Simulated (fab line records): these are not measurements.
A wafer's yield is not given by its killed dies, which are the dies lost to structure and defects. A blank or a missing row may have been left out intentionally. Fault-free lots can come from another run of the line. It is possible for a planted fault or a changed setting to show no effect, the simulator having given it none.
A struck lot beside a sound one	flow n5Finfet	27 steps out of a route of 1938
Sound: the wafers L503.2, L503.4, L503.6. Struck: wafers L507.2, L507.3, L507.5. Last of all comes the cause.
Per side, at each step with rows, come the tool, then ch with its chambers, and then its first start. Under that, the readings that differ: sound wafers	struck wafers	difference of the means	sigmas: that difference in standard deviations of wafers without a fault.
alike: readings whose means differ by less than 2 such deviations, and words and numbers that are the same on both sides. not compared: withheld readings, readings that some wafer has no value for, bounds like >300 that may hide the same value, and numbers for which the record gives no deviation and whose values overlap.
The two part at a step that has a row with sigmas, a row that says differs or no value, or rows on one side only. Non-overlapping numbers with no deviation appear without sigmas and do not part them. A reading that every wafer of one side lacks parts them only if that side has two wafers or more.

first, 1 step without rows for these wafers: N5_BEOL_M6_CMP_52 (polishes, stops on SiCOH lowk, t overpolish 6.9 s, target thk 80 nm).
N5_BEOL_M6_THK_MEAS_53: measures by xrf.
  sound: filmMetro-01 at day 9 17:01; struck: filmMetro-01 at day 10 21:23
  alike: M6_THK
then, 1 step without rows for these wafers: N5_BEOL_M6_PRE_CLEAN_55 (time 15 s).
N5_BEOL_M6_DEP_56: deposits SiCN from 3MS/NH3, target thk 10 nm, time 17.5 s.
  sound on pecvd-04 ch 0,1, day 9 17:05; struck on pecvd-01 ch 0,2, day 10 21:27
  alike: showerheadPlenumPTorr, throttleValvePct
N5_BEOL_M6_RS_MEAS_57: a four-point-probe measurement.
  sound: filmMetro-02 at day 9 17:11; struck: filmMetro-01 at day 10 21:31
  alike: M6_RS
N5_BEOL_M6_INSPECT_58: inspects for defects (darkfield).
  sound: defectInspect-02 at day 9 17:12; struck: defectInspect-02 at day 10 21:32
  alike: rawDefectCount
N5_BEOL_M7_ILD_DEP_00: deposits SiCOH lowk from DEMS/porogen, target thk 179.75 nm, time 33.4 s.
  sound on pecvd-03 ch 0,1, day 9 17:14; struck on pecvd-03 ch 0,1, day 10 21:35
  alike: heaterPowerW, showerheadPlenumPTorr, susceptorTempC, throttleValvePct
N5_BEOL_M7_CURE_74: cures SiCOH lowk, time 240 s.
  sound on uvCure-02 ch 1, day 9 17:23; struck on uvCure-01 ch 2, day 10 21:43
  alike: lampPowerPct, wafer_temp_C_max
N5_BEOL_M7_THK_MEAS_01:
  sound: filmMetro-01 at day 9 17:49; struck: filmMetro-01 at day 10 22:09
  alike: M7_ILD_THK
then, 1 step without rows for these wafers: N5_BEOL_M7_PECVD_70 (deposits SiO2 from TEOS/O2, target thk 20 nm, time 22.7 s).
N5_BEOL_M7_HM_DEP_02: deposits TiN, target thk 20 nm.
  sound: pvdSputter-02 at day 9 18:30; struck: pvdSputter-02 at day 11 00:22
  alike: susceptorTempC, throttleValvePct
then, 1 step without rows for these wafers: N5_BEOL_M7_COAT_59 (time 60 s, resist thk 100 nm).
N5_BEOL_M7_COAT_60: time 60 s, resist thk 35 nm.
  sound on lithoTrack-04 ch 0, day 9 18:38; struck on lithoTrack-05 ch 0, day 11 00:30
reading	sound	struck	difference	sigmas
spinSpeedRpm (rpm)	1501.5 1499.6 1501.6	1678.6 1679.2 1678.4	+177.8	+99 or more
model.SiARC_of_BEOL_M7_COAT_60.thkNm (nm)	35 35 35	33.2 33 33	-1.9	
  alike: heaterPowerTotalW
then, 6 steps without rows for these wafers: N5_BEOL_M7_COAT_05 (resist thk 90 nm); N5_BEOL_M7_EBR_07; N5_BEOL_M7_SOFTBAKE_06 (time 60 s); N5_BEOL_M7_EXPOSE_08 (exposes mask M7); N5_BEOL_M7_PEB_09 (peb time 60 s); N5_BEOL_M7_DEVELOP_10 (develop time 30 s).
N5_BEOL_M7_CD_MEAS_11: the cd target is 38.5 nm.
  sound on cdSem-02 ch 0, day 9 19:00; struck on cdSem-02 ch 0, day 11 00:45
  alike: cdNm
N5_BEOL_M7_OVL_MEAS_12:
  sound on overlay-02 ch 0, day 9 19:02; struck on overlay-02 ch 0, day 11 00:47
  alike: M7_OVL
N5_BEOL_M7_INSPECT_13: inspects for defects (brightfield).
  sound: defectInspect-01 at day 9 19:03; struck: defectInspect-02 at day 11 00:49
  alike: rawDefectCount
N5_BEOL_M7_DESCUM_16: chemistry O2, time 7.9 s.
  sound on rieDiel-03 ch 1,2, day 9 19:05; struck on rieDiel-06 ch 0,1,3, day 11 01:08
  alike: drypumpMotorCurrentA, oesProductAu, rfVppV, showerheadPlenumPTorr, throttleValvePct
  not compared: rfHoursCounterH
N5_BEOL_M7_ETCH_61: etches SiARC in CF4, target depth 45.5 nm, time 75.8 s.
  sound on rieDiel-03 ch 1,2, day 9 19:07; struck on rieDiel-06 ch 0,1,3, day 11 01:10
reading	sound	struck	difference	sigmas
model.etch.depthNm (nm)	35.03 35.05 35.04	33.18 33.1 33.02	-1.94	
model.CAR-ArF_of_BEOL_M7_COAT_05.thkNm (nm)	50.6 50.8 50.4	53 53 53	+2	
  alike: drypumpMotorCurrentA, etchRfOnTimeS, mfcArSccm, oesProductAu, rfVppV, showerheadPlenumPTorr, throttleValvePct
  not compared: rfHoursCounterH
N5_BEOL_M7_ETCH_62: etches SOC in N2/H2, target depth 110 nm, overetch 22 nm, time 165 s.
  sound on rieDiel-03 ch 1,2, day 9 19:11; struck on rieDiel-06 ch 0,1,3, day 11 01:13
reading	sound	struck	difference	sigmas
model.SiARC_of_BEOL_M7_COAT_60.thkNm (nm)	28.2 28.4 28	26.6 26.2 27	-1.6	
  alike: drypumpMotorCurrentA, oesProductAu, rfVppV, showerheadPlenumPTorr, throttleValvePct
  not compared: rfHoursCounterH
then, 1 step without rows for these wafers: N5_BEOL_M7_STRIP_68 (strips in N2/H2).
N5_PASSIVATION_PROBE_49:
  sound wafers here have rows in the record (prober-01, day 13 13:55); struck ones have none

== WHERE THEY PART ==
Last at N5_PASSIVATION_PROBE_49 as far as this record goes, first at N5_BEOL_M7_COAT_60.

WHY: what had been put in by the simulator
Process parameters drifting: lithoTrack-05 at N5_BEOL_M7_COAT_60, beginning at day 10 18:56. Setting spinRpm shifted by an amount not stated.
